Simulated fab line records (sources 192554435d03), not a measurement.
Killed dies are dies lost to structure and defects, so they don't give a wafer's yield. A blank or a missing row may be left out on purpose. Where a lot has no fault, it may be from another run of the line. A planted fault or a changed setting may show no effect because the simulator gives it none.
fab line records -- flow n5Finfet
[record] lots = 6, wafers = 18, lastDay = 18
route steps=1938 shown BEOL_M6@1261 BEOL_M7@1263 PASSIVATION@1936
lots that met no fault: from a run of the same line without faults
startH: start of the lot's first displayed wafer, in hours after the record's first day -- waitH: hours from the lot's prior step to this one -- " unchanged from the row above -- L1.1+2: several wafers, shown together as one row -- - either no value or no given start -- * or withheld: withheld -- < > ~ a bound
route shown NAME@n: names a module that has steps shown in the file, with the first one's number in the route -- usual: mean and standard deviation over wafers with no fault -- same: alike in all rows -- chamber/n: place in a boat -- sites: each site's reading -- _std_site: standard deviation across them -- _edge_site: outer sites' mean less inner sites' -- radiusMm: how far each site lies from the wafer's centre -- mask NAME#n: copy n -- behind: tool/chamber where the wafer was last shaped -- hold: reason for holding the lot/hours on hold/outcome of the hold -- device: the transistor (n, p or np) that didn't switch -- end of line: tests of these same wafers at the route's end -- a step with no rows: only its recipe -- killed: count of dies lost to structure and defects at first sort (not the wafer's yield) -- map: the dies of a wafer, with x for killed, . for not killed, _ for no die there
set.NAME: the run value of the setting; set.NAME@STEP: its run value at that earlier step -- model.NAME: the simulator's own value behind a step, which no gauge read
lots at selected steps of the route; one table per step, one row per wafer
services: a tool's chamber out of use, with start hour (startH, from the record's first day; less than 0 if before it), hours out, and reason
[[steps]]
[step N5_BEOL_M6_RS_MEAS_57]
[recipe] thkMeasGauge = four-point-probe, reads = Cu_of_BEOL_M6_ECD_50+Co_of_BEOL_M6_CVD_78+TaN_of_BEOL_M6_ALD_77
[usual] M6_RS = 0.287/0.0083
lot.wafer,tool,chamber,startH,waitH,M6_RS[ohm/sq]
L417.1,filmMetro-01,-,197.83,0.1,0.288
L417.3,filmMetro-01,-,197.83,0.1,0.286
L417.4,filmMetro-01,-,197.83,0.1,0.297
L424.1,filmMetro-02,-,249.93,0.1,0.289
L424.2,filmMetro-02,-,249.93,0.1,0.283
L424.6,filmMetro-02,-,249.93,0.1,0.289
L427.1,filmMetro-02,-,268.70,0.1,0.291
L427.2,filmMetro-02,-,268.70,0.1,0.291
L427.5,filmMetro-02,-,268.70,0.1,0.285
L430.1,filmMetro-02,-,292.26,0.1,0.292
L430.2,filmMetro-02,-,292.26,0.1,0.301
L430.5,filmMetro-02,-,292.26,0.1,0.283
L435.2,filmMetro-01,-,320.35,0.1,0.268
L435.5,filmMetro-01,-,320.35,0.1,0.273
L435.6,filmMetro-01,-,320.35,0.1,0.283
L437.3,filmMetro-01,-,336.33,0.1,0.301
L437.4,filmMetro-01,-,336.33,0.1,0.285
L437.5,filmMetro-01,-,336.33,0.1,0.287
[step N5_BEOL_M6_INSPECT_58]
[recipe] inspectInstrument = darkfield, mode = postDep
[usual] rawDefectCount = 73/24
lot.wafer,tool,chamber,startH,waitH,rawDefectCount
L417.1,defectInspect-02,-,197.86,0.0,146
L417.3,defectInspect-02,-,197.86,0.0,140
L417.4,defectInspect-02,-,197.86,0.0,96
L424.1,defectInspect-01,-,249.95,0.0,56
L424.2,defectInspect-01,-,249.95,0.0,62
L424.6,defectInspect-01,-,249.95,0.0,100
L427.1,defectInspect-02,-,268.73,0.0,97
L427.2,defectInspect-02,-,268.73,0.0,68
L427.5,defectInspect-02,-,268.73,0.0,55
L430.1,defectInspect-02,-,292.28,0.0,66
L430.2,defectInspect-02,-,292.28,0.0,93
L430.5,defectInspect-02,-,292.28,0.0,81
L435.2,defectInspect-02,-,320.38,0.0,73
L435.5,defectInspect-02,-,320.38,0.0,89
L435.6,defectInspect-02,-,320.38,0.0,87
L437.3,defectInspect-01,-,336.35,0.0,77
L437.4,defectInspect-01,-,336.35,0.0,70
L437.5,defectInspect-01,-,336.35,0.0,82
[step N5_BEOL_M7_ILD_DEP_00]
[recipe] material = SiCOH_lowk, targetThkA = 1797.5, tempC = 300, precursor = DEMS/porogen, pressureTorr = 5, rfW = 500, timeS = 33.4
[usual] heaterPowerW = 330/51, showerheadPlenumPTorr = 5.743/0.016, throttleValvePct = 13.7/0.49
lot.wafer,tool,chamber,startH,waitH,heaterPowerW,showerheadPlenumPTorr,sinceWetCleanH,throttleValvePct
L417.1,pecvd-03,1,197.90,0.0,294,5.733,1627,13.8
L417.3,pecvd-03,0,197.90,0.0,353,5.712,902,13.8
L417.4,pecvd-03,2,197.90,0.0,424,5.730,-,13.8
L424.1,pecvd-03,1,249.99,0.0,290,5.727,1679,13.7
L424.2,pecvd-03,0,249.99,0.0,392,5.751,954,13.8
L424.6,pecvd-03,1,249.99,0.0,295,5.742,-,13.3
L427.1,pecvd-03,2,268.76,0.0,413,5.739,219,13.9
L427.2,pecvd-03,0,268.76,0.0,356,5.721,973,14.0
L427.5,pecvd-03,2,268.76,0.0,409,5.748,-,13.8
L430.1,pecvd-02,0,292.32,0.0,315,5.756,815,13.4
L430.2,pecvd-02,2,292.32,0.0,292,5.755,48,13.3
L430.5,pecvd-02,2,292.32,0.0,288,5.776,-,13.0
L435.2,pecvd-04,0,320.42,0.0,250,5.757,1206,14.1
L435.5,pecvd-04,1,320.42,0.0,217,5.734,-,13.6
L435.6,pecvd-04,2,320.42,0.0,366,5.731,-,12.6
L437.3,pecvd-03,2,336.39,0.0,385,5.741,286,13.9
L437.4,pecvd-03,0,336.39,0.0,383,5.723,-,13.6
L437.5,pecvd-03,2,336.39,0.0,388,5.750,-,13.9
[step N5_BEOL_M7_CURE_74]
[recipe] tempC = 385, timeS = 240, ambient = He/Ar, material = SiCOH_lowk
[usual] lampPowerPct = 52.31/0.048, wafer_temp_C_max = 386.7/0.49
lot.wafer,tool,chamber,startH,waitH,lampPowerPct,wafer_temp_C_max
L417.1,uvCure-01,2,197.97,0.1,52.34,386.9
L417.3,uvCure-01,2,197.97,0.1,52.18,387.1
L417.4,uvCure-01,2,197.97,0.1,52.28,386.2
L424.1,uvCure-03,0,250.05,0.0,52.28,387.0
L424.2,uvCure-03,0,250.05,0.0,52.21,386.8
L424.6,uvCure-03,0,250.05,0.0,52.22,386.3
L427.1,uvCure-01,1,268.83,0.0,52.37,386.8
L427.2,uvCure-01,1,268.83,0.0,52.35,386.7
L427.5,uvCure-01,1,268.83,0.0,52.34,386.5
L430.1,uvCure-02,0,292.39,0.0,52.36,385.9
L430.2,uvCure-02,0,292.39,0.0,52.41,386.3
L430.5,uvCure-02,0,292.39,0.0,52.30,386.2
L435.2,uvCure-03,1,320.56,0.1,52.26,387.3
L435.5,uvCure-03,1,320.56,0.1,52.33,387.2
L435.6,uvCure-03,1,320.56,0.1,52.26,387.3
L437.3,uvCure-01,2,336.61,0.2,52.30,387.0
L437.4,uvCure-01,2,336.61,0.2,52.23,386.8
L437.5,uvCure-01,2,336.61,0.2,52.28,386.9
[step N5_BEOL_M7_THK_MEAS_01]
[recipe] reads = SiCOH_lowk_of_BEOL_M7_ILD_DEP_00
[usual] M7_ILD_THK = 154.7/2
lot.wafer,tool,chamber,startH,waitH,M7_ILD_THK[nm]
L417.1,filmMetro-02,-,198.49,0.4,151.9
L417.3,filmMetro-02,-,198.49,0.4,154.4
L417.4,filmMetro-02,-,198.49,0.4,151.7
L424.1,filmMetro-02,-,250.57,0.4,153.9
L424.2,filmMetro-02,-,250.57,0.4,155.3
L424.6,filmMetro-02,-,250.57,0.4,157.0
L427.1,filmMetro-01,-,269.82,0.8,154.1
L427.2,filmMetro-01,-,269.82,0.8,155.1
L427.5,filmMetro-01,-,269.82,0.8,155.5
L430.1,filmMetro-01,-,294.34,1.6,156.3
L430.2,filmMetro-01,-,294.34,1.6,156.5
L430.5,filmMetro-01,-,294.34,1.6,159.4
L435.2,filmMetro-02,-,320.99,0.4,152.2
L435.5,filmMetro-02,-,320.99,0.4,158.5
L435.6,filmMetro-02,-,320.99,0.4,153.9
L437.3,filmMetro-02,-,336.97,0.3,154.4
L437.4,filmMetro-02,-,336.97,0.3,157.2
L437.5,filmMetro-02,-,336.97,0.3,157.0
[step N5_BEOL_M7_PECVD_70]
[recipe] material = SiO2, targetThkA = 200, tempC = 400, precursor = TEOS/O2, pressureTorr = 5.5, rfW = 450, teosFlowSccm = 53.8, gas = O2, flowSccm = 3000, timeS = 22.7
[usual] heaterPowerW = 725/100, showerheadPlenumPTorr = 8.80/0.058, throttleValvePct = 22.0/0.85
lot.wafer,tool,chamber,startH,waitH,heaterPowerW,showerheadPlenumPTorr,sinceWetCleanH,throttleValvePct
L417.1,pecvd-02,1,198.52,0.0,769,8.82,1446,23.2
L417.3,pecvd-02,2,198.52,0.0,772,8.96,2171,22.4
L417.4,pecvd-02,0,198.52,0.0,782,8.83,-,21.8
L424.1,pecvd-02,0,250.60,0.0,794,8.84,773,21.5
L424.2,pecvd-02,1,250.60,0.0,697,8.83,1498,23.3
L424.6,pecvd-02,1,250.60,0.0,699,8.82,-,23.3
L427.1,pecvd-04,0,269.86,0.0,609,8.82,1155,22.3
L427.2,pecvd-04,2,269.86,0.0,869,8.77,401,20.4
L427.5,pecvd-04,0,269.86,0.0,605,8.82,-,22.8
L430.1,pecvd-02,0,294.38,0.0,695,8.83,817,21.8
L430.2,pecvd-02,1,294.38,0.0,741,8.82,1542,23.4
L430.5,pecvd-02,1,294.38,0.0,726,8.82,-,23.4
L435.2,pecvd-04,0,321.03,0.0,654,8.84,1206,22.6
L435.5,pecvd-04,0,321.03,0.0,666,8.81,-,22.5
L435.6,pecvd-04,2,321.03,0.0,865,8.80,-,20.5
L437.3,pecvd-02,2,337.00,0.0,696,8.94,93,21.3
L437.4,pecvd-02,0,337.00,0.0,730,8.82,-,22.0
L437.5,pecvd-02,1,337.00,0.0,781,8.82,-,23.7
[step N5_BEOL_M7_HM_DEP_02]
[recipe] material = TiN, targetThkA = 200, tempC = 25, chamberPressurePa = 0.49996
[usual] chamberPressurePa = 0.4998/0.001, throttleValvePct = 29.7/0.94
lot.wafer,tool,chamber,startH,waitH,chamberPressurePa,throttleValvePct
L417.1,pvdSputter-02,-,199.53,1.0,0.4995,29.3
L417.3,pvdSputter-02,-,199.53,1.0,0.4977,28.8
L417.4,pvdSputter-02,-,199.53,1.0,0.4995,29.1
L424.1,pvdSputter-03,-,252.28,1.7,0.4999,28.4
L424.2,pvdSputter-03,-,252.28,1.7,0.5005,31.6
L424.6,pvdSputter-03,-,252.28,1.7,0.4998,28.7
L427.1,pvdSputter-02,-,270.25,0.4,0.5008,28.6
L427.2,pvdSputter-02,-,270.25,0.4,0.4999,29.4
L427.5,pvdSputter-02,-,270.25,0.4,0.5002,28.5
L430.1,pvdSputter-01,-,294.62,0.2,0.4977,31.1
L430.2,pvdSputter-01,-,294.62,0.2,0.5003,29.3
L430.5,pvdSputter-01,-,294.62,0.2,0.4968,31.4
L435.2,pvdSputter-03,-,324.71,3.7,0.5016,29.4
L435.5,pvdSputter-03,-,324.71,3.7,0.5017,29.6
L435.6,pvdSputter-03,-,324.71,3.7,0.4994,30.4
L437.3,pvdSputter-01,-,340.78,3.8,0.4999,30.4
L437.4,pvdSputter-01,-,340.78,3.8,0.5008,29.6
L437.5,pvdSputter-01,-,340.78,3.8,0.5001,29.4
[step N5_BEOL_M7_COAT_59]
[recipe] resist = SOC, tempC = 250, timeS = 60, spinRpm = 1500, resistThkNm = 100
[step N5_BEOL_M7_COAT_60]
[recipe] resist = SiARC, tempC = 220, timeS = 60, spinRpm = 1500, resistThkNm = 35
[step N5_BEOL_M7_COAT_05]
[recipe] resist = CAR-ArF, spinRpm = 1500, resistThkNm = 90
[step N5_BEOL_M7_EBR_07]
[recipe] solvent = PGMEA, ebrWidthMm = 1.5
[step N5_BEOL_M7_SOFTBAKE_06]
[recipe] tempC = 110, timeS = 60, resist = CAR-ArF
[step N5_BEOL_M7_EXPOSE_08]
[recipe] maskId = M7, na = 1.35, sourceShape = dipole, sigmaInner = 0.817, sigmaOuter = 0.97, polarization = te, doseMj = 68.25
[usual] stageVelMmS = 500.02/0.24
lot.wafer,tool,chamber,startH,waitH,mask,stageVelMmS,model.BEOL_M7.overlayXNm
L417.1,arfiScanner-02,0,199.92,-,M7#0,499.94,0.4
L417.3,arfiScanner-02,0,199.92,-,M7#0,499.74,0.4
L417.4,arfiScanner-02,0,199.92,-,M7#0,499.94,0.4
L424.1,arfiScanner-01,0,252.53,-,M7#0,500.36,0.2
L424.2,arfiScanner-01,0,252.53,-,M7#0,500.00,0.2
L424.6,arfiScanner-01,0,252.53,-,M7#0,500.11,0.2
L427.1,arfiScanner-01,0,270.64,-,M7#0,499.94,0.8
L427.2,arfiScanner-01,0,270.64,-,M7#0,499.80,0.8
L427.5,arfiScanner-01,0,270.64,-,M7#0,499.76,0.8
L430.1,arfiScanner-01,0,294.99,-,M7#0,499.88,1.6
L430.2,arfiScanner-01,0,294.99,-,M7#0,500.50,1.6
L430.5,arfiScanner-01,0,294.99,-,M7#0,500.18,1.6
L435.2,arfiScanner-02,0,325.09,-,M7#0,500.14,-0.2
L435.5,arfiScanner-02,0,325.09,-,M7#0,500.10,-0.2
L435.6,arfiScanner-02,0,325.09,-,M7#0,500.21,-0.2
L437.3,arfiScanner-02,0,341.18,-,M7#0,500.25,0
L437.4,arfiScanner-02,0,341.18,-,M7#0,500.32,0
L437.5,arfiScanner-02,0,341.18,-,M7#0,500.38,0
[step N5_BEOL_M7_PEB_09]
[recipe] pebTempC = withheld, pebTimeS = 60, resist = CAR-ArF
[step N5_PASSIVATION_PROBE_49]
[usual] defectLimitedYield = 91.6/1.6, killed_at_M0_to_M3 = 31/10, killed_at_M4_up = 14/6.3, killedAtContacts = 12/6.1, killedAtFrontEnd = 39/12, killedAtOther = 3.7/2.8, killedDies = 100/19, killedOpen = 66/14, killedShort = 33/8.1, sort_bin_4_leakage = 0.00/0.014, sort_bin_5_function = 5.0/1.1, sort_bin_6_memory = 3.2/0.66, sortNPass = 1080/18, sortYieldPct = 91.6/1.6
[same] grossDies = 1180, killedAtBackSide = 0, sort_bin_8_speed[%] = 0
lot.wafer,tool,chamber,startH,waitH,defectLimitedYield[%],killed_at_M0_to_M3,killed_at_M4_up,killedAtContacts,killedAtFrontEnd,killedAtOther,killedDies,killedOpen,killedShort,sort_bin_4_leakage[%],sort_bin_5_function[%],sort_bin_6_memory[%],sortNPass,sortYieldPct[%]
L417.1,prober-02,-,280.45,0.0,93.7,22,11,15,24,2,74,51,23,0,4.2,1.9,1106,93.7
L417.3,prober-02,-,280.55,0.1,91.7,21,13,10,53,1,98,72,26,0,3.8,4.2,1082,91.7
L417.4,prober-02,-,280.60,0.2,92.8,21,18,11,31,4,85,52,33,0,3.7,3.3,1095,92.8
L424.1,prober-01,-,331.02,0.0,90.9,49,14,6,38,0,107,77,30,0,5.2,3.8,1073,90.9
L424.2,prober-01,-,331.07,0.1,92.5,31,13,8,35,1,88,58,26,0,4.0,3.2,1092,92.5
L424.6,prober-01,-,331.27,0.3,92.7,29,16,4,36,1,86,64,21,0,4.2,3.1,1094,92.7
// killed by level:class
L417.1 MOL_CONTACT_COAG:geometricParticle:open=13 BEOL_M4:geometricParticle:open=8 STI_FIN_REVEAL:geometricParticle:open=7 BEOL_M2:geometricParticle:open=7 BEOL_M0_SAQP:geometricParticle:short=6 BEOL_M0_SAQP:geometricParticle:open=6 STARTING-WAFER:geometricParticle:short=6 FIN_SAQP:geometricParticle:short=4
L417.3 STI_FIN_REVEAL:geometricParticle:open=29 MOL_CONTACT_COAG:geometricParticle:open=8 BEOL_M2:geometricParticle:open=8 STI_FIN_REVEAL:geometricParticle:short=7 BEOL_M0_SAQP:geometricParticle:open=5 STARTING-WAFER:geometricParticle:short=5 DUMMY_GATE:geometricParticle:open=4 BEOL_M1:geometricParticle:open=3
L417.4 STI_FIN_REVEAL:geometricParticle:open=11 BEOL_M4:geometricParticle:open=9 GATE_CUT:geometricParticle:short=8 FIN_SAQP:geometricParticle:open=6 MOL_CONTACT_COAG:geometricParticle:open=6 MOL_CONTACT_COAG:geometricParticle:short=5 BEOL_M0_SAQP:geometricParticle:open=4 BEOL_M2:geometricParticle:open=4
L424.1 BEOL_M0_SAQP:geometricParticle:open=19 STI_FIN_REVEAL:geometricParticle:open=17 BEOL_M0_SAQP:geometricParticle:short=12 MOL_CONTACT_COAG:geometricParticle:open=5 BEOL_M1:geometricParticle:open=5 BEOL_M3:geometricParticle:open=5 BEOL_M4:geometricParticle:open=5 GATE_CUT:geometricParticle:open=4
L424.2 FIN_SAQP:geometricParticle:open=9 BEOL_M4:geometricParticle:open=9 MOL_CONTACT_COAG:geometricParticle:open=7 BEOL_M0_SAQP:geometricParticle:open=7 BEOL_M0_SAQP:geometricParticle:short=7 BEOL_M3:geometricParticle:open=6 FIN_SAQP:geometricParticle:short=5 STI_FIN_REVEAL:geometricParticle:open=4
L424.6 BEOL_M3:geometricParticle:open=13 FIN_SAQP:geometricParticle:open=12 BEOL_M0_SAQP:geometricParticle:open=7 BEOL_M0_SAQP:geometricParticle:short=5 FIN_SAQP:geometricParticle:short=4 MOL_CONTACT_COAG:geometricParticle:open=4 STARTING-WAFER:geometricParticle:short=4 BEOL_M4:geometricParticle:open=4
[[services]]
tool,chamber,startH,hours,kind
uvCure-01,-,184.20,5.0,repair
arfiScanner-01,-,184.70,3.1,pm
pecvd-03,0,188.27,5.0,repair
arfiScanner-02,-,203.30,1.0,pm
pecvd-02,-,206.05,3.1,repair
arfiScanner-01,-,213.62,1.3,pm
pecvd-02,-,217.20,2.8,pm
arfiScanner-02,-,220.19,0.2,repair
pecvd-03,-,230.62,5.5,pm
arfiScanner-02,-,232.66,1.3,pm
pecvd-02,1,235.00,3.7,repair
arfiScanner-02,-,238.48,1.0,pm
arfiScanner-02,-,242.40,20.2,repair
arfiScanner-01,-,259.28,10.8,repair
pecvd-04,1,265.09,6.4,repair
arfiScanner-01,-,270.86,1.0,pm
arfiScanner-01,-,271.86,0.8,pm
arfiScanner-01,-,282.51,0.8,repair
arfiScanner-02,-,298.56,3.9,pm
arfiScanner-01,-,299.75,0.9,repair
pecvd-04,0,302.31,12.1,repair
arfiScanner-01,-,311.96,1.0,pm
arfiScanner-01,-,314.74,1.9,repair
arfiScanner-02,-,327.58,3.1,pm
[[key]]
firstSign none at tools or gauges
[modelEffect] step = N5_BEOL_M7_EXPOSE_08, value = BEOL_M7.overlayXNm, without = -0.2, struck = 1.2
metAt N5_BEOL_M7_EXPOSE_08
struckWafers L427.1,L427.2,L427.5,L430.1,L430.2,L430.5
onsetBetween 252.53 270.64
[fault] kind = scannerMatchingOverlay, tool = arfiScanner-01, chamber = -, onsetH = 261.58, steps = N5_BEOL_M7_EXPOSE_08, offset = 1.3952
